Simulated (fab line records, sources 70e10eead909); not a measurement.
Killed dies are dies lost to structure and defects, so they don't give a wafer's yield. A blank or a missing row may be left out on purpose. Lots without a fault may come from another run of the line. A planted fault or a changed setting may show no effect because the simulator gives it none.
One fault seen from 2 desks | flow nand_harc | each desk has only its own numbers; what lay behind them comes last

THE TOOL OWNER'S DESK: litho_track-01
The tool's own readings at NHARC_P_CONTACT_PEB_10 (peb time 65 s): means of the sampled wafers that have a number, for each lot that ran on this tool. A lot is out of limits, marked OUT, if its mean lies more than 4 standard deviations from the usual mean; the brackets give that distance.
Columns: A = heater_power_total_W at NHARC_P_CONTACT_PEB_10, usual 156.6 W; B = plate_temp_C at NHARC_P_CONTACT_PEB_10, usual 99.98 C; C = resist_line_temp_C at NHARC_P_CONTACT_PEB_10, usual 23.01 C
lot  | first seen here | A               | B                | C
L858 | day 6 18:39     | 156.9           | 99.81            | 22.94
L867 | day 10 21:44    | 156.7           | 99.99            | 22.88
L869 | day 11 21:55    | 156.7           | 100.00           | 22.87
L871 | day 12 00:43    | 165.7 (+22) OUT | 104.33 (+40) OUT | 23.12
L872 | day 12 10:04    | 166.4 (+24) OUT | 104.42 (+40) OUT | 23.01
This desk's finding: out of limits on L871, L872; first on L871, day 12 00:43 (heater_power_total_W at NHARC_P_CONTACT_PEB_10). In limits: L858, L867, L869.

THE METROLOGY DESK
What the gauges read, lot by lot, whatever tool the lot ran on: means of the sampled wafers that have a number. A lot is out of limits, marked OUT, if its mean lies more than 4 standard deviations from the usual mean; the brackets give that distance.
Columns: A = cd_nm at NHARC_P_CONTACT_CD_MEAS_12, usual 90.1 nm
lot  | first seen here | A
L856 | day 6 00:07     | 90.1
L857 | day 6 06:14     | 89.3
L858 | day 6 18:44     | 90.8
L860 | day 7 15:20     | 89.8
L864 | day 9 14:47     | 89.4
L865 | day 9 20:00     | 89.5
L867 | day 10 21:49    | 90.3
L868 | day 11 03:05    | 90.9
L869 | day 11 22:00    | 92.1
L871 | day 12 00:47    | 105.5 (+16) OUT
L872 | day 12 10:08    | 102.4 (+13) OUT
L873 | day 12 23:02    | 90.3
L878 | day 15 06:27    | 88.9
L879 | day 15 14:23    | 90.3
This desk's finding: out of limits on L871, L872; first on L871, day 12 00:47 (cd_nm at NHARC_P_CONTACT_CD_MEAS_12). In limits: L856, L857, L858, L860, L864, L865, L867, L868, L869, L873, L878, L879.

PUT TOGETHER
The tool owner's desk could have raised an alarm at day 12 00:43, on L871, L872.
The metrology desk could have raised an alarm at day 12 00:47, on L871, L872.
Of the lots named, all ran NHARC_P_CONTACT_PEB_10 on litho_track-01.

WHAT THE SIMULATOR HAD PUT IN
Process parameter drift: litho_track-01, from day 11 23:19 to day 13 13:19, at NHARC_P_CONTACT_PEB_10. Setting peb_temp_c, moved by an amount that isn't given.
Lots struck among those shown: L871, L872.
Hours from the fault's start to each desk's first reading out of limits: the tool owner's desk, 1; the metrology desk, 1.
